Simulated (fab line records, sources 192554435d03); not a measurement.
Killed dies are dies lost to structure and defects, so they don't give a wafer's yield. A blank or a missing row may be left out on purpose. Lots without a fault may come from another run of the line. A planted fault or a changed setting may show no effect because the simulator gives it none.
Chamber matching | flow n5_finfet | N5_BEOL_M4_DEP_57 on pecvd-03: 3 sister chambers
The step deposits SiCN from 3MS/NH3, target thk 8 nm, time 14 s. 6 wafers are shown with their chamber, then 11 later ones without.

WAFERS WITH THEIR CHAMBER
wafer  | chamber | throttle_valve_pct (%) | showerhead_plenum_p_Torr (Torr)
L075.3 | 2       | 8.6                    | 3.678
L079.2 | 2       | 8.1                    | 3.657
L084.4 | 1       | 9.3                    | 3.635
L087.4 | 0       | 8.7                    | 3.653
L087.5 | 1       | 9.2                    | 3.654
L086.1 | 0       | 8.9                    | 3.655

WAFERS WITHOUT THEIR CHAMBER
wafer  | throttle_valve_pct (%) | showerhead_plenum_p_Torr (Torr)
L086.3 | 9.3                    | 3.651
L086.4 | 8.3                    | 3.656
L088.1 | 9.5                    | 3.655
L088.3 | 9.0                    | 3.650
L088.4 | 8.5                    | 3.663
L093.2 | 8.9                    | 3.644
L093.4 | 9.0                    | 3.651
L093.6 | 8.4                    | 3.660
L094.3 | 9.2                    | 3.654
L094.5 | 8.8                    | 3.657
L094.6 | 9.0                    | 3.657

WHICH CHAMBER EACH WENT THROUGH
wafer  | from the rows above     | in truth
L086.3 | can't be placed: 1 or 0 | 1
L086.4 | can't be placed: 2 or 0 | 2
L088.1 | can't be placed: 1 or 0 | 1
L088.3 | can't be placed: 0 or 1 | 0
L088.4 | can't be placed: 2 or 0 | 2
L093.2 | can't be placed: 0 or 1 | 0
L093.4 | can't be placed: 0 or 1 | 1
L093.6 | can't be placed: 2 or 0 | 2
L094.3 | can't be placed: 1 or 0 | 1
L094.5 | can't be placed: 0 or 2 | 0
L094.6 | can't be placed: 0 or 1 | 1
Placed correctly: 0 of 11. Can't be placed from these rows: 11 (the true chamber is among the candidates in 11). Placed wrongly: 0.
How it was worked out, from the rows above alone: a wafer's distance from a chamber is the root of the sum, over the readings, of the square of ((its reading less the chamber's mean) divided by the reading's scatter). The wafer belongs to the nearest chamber; if the next one is less than 2 further off, it can't be placed. A chamber's mean is the mean of its shown wafers. The scatter: the root of (the sum of the squares of (reading less its chamber's mean) over the shown wafers, divided by (wafers less chambers)).
